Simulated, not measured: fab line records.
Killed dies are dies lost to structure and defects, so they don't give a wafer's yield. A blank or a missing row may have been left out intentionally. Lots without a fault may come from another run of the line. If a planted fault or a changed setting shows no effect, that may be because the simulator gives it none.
Which tool was responsible? -- flow nandHarc -- 21 wafers from 7 lots sampled at 2 of the route's 1159 steps

WHAT THE GAUGES SHOWED, per wafer
NHARC_A_BONDPAD_CD_MEAS_13.
lot,measured,on,cdNm (nm)
L744,day 18 05:59,cdSem-01,499.7 501.3 499.1
L746,day 18 20:05,cdSem-01,501.9 495.4 496.4
L750,day 19 04:01,cdSem-01,499.3 501.8 502.8
L752,day 19 21:21,cdSem-01,499.3 497.8 501.9
L758,day 20 15:04,cdSem-01,499.0 498.0 503.4
L759,day 21 11:29,cdSem-02,501.2 497.5 501.5
L767,day 23 23:44,cdSem-03,500.7 500.7 502.2

WHAT TOOL EACH LOT RAN ON (gives the tool, then ch and the chambers of the sampled wafers, and finally the start)
lot,NHARC_A_CONTACT_DEP_29
L744,"pecvd-02 ch 0,1,2, day 16 10:02"
L746,"pecvd-01 ch 0,2, day 16 22:29"
L750,"pecvd-04 ch 0,1,2, day 17 11:50"
L752,"pecvd-01 ch 1,2, day 18 05:34"
L758,"pecvd-01 ch 0,1, day 19 03:52"
L759,"pecvd-01 ch 0,1, day 20 01:04"
L767,"pecvd-04 ch 0,1,2, day 22 09:21"
- NHARC_A_CONTACT_DEP_29: deposits SiON, target thk 70 nm.

THE ANSWER, worked out from the rows above alone
Rule: usual is defined by the lots themselves. The widest of any qualifying gaps counts: lots, ordered by their means at a reading, are off when they make up no more than a third of the lots, leave a main group of 4 or more, and stand apart from it by 3 or more times the standard deviation of that group's means. Not used: any main group whose means are identical at the precision the tables above print for the reading. Also off: a lot with no number at a reading for which 4 or more lots have one. Any other lot the step has rows for is counted as sound.
None of the lots is off at any reading shown; this tells nothing.

WHAT HAD BEEN PUT IN BY THE SIMULATOR
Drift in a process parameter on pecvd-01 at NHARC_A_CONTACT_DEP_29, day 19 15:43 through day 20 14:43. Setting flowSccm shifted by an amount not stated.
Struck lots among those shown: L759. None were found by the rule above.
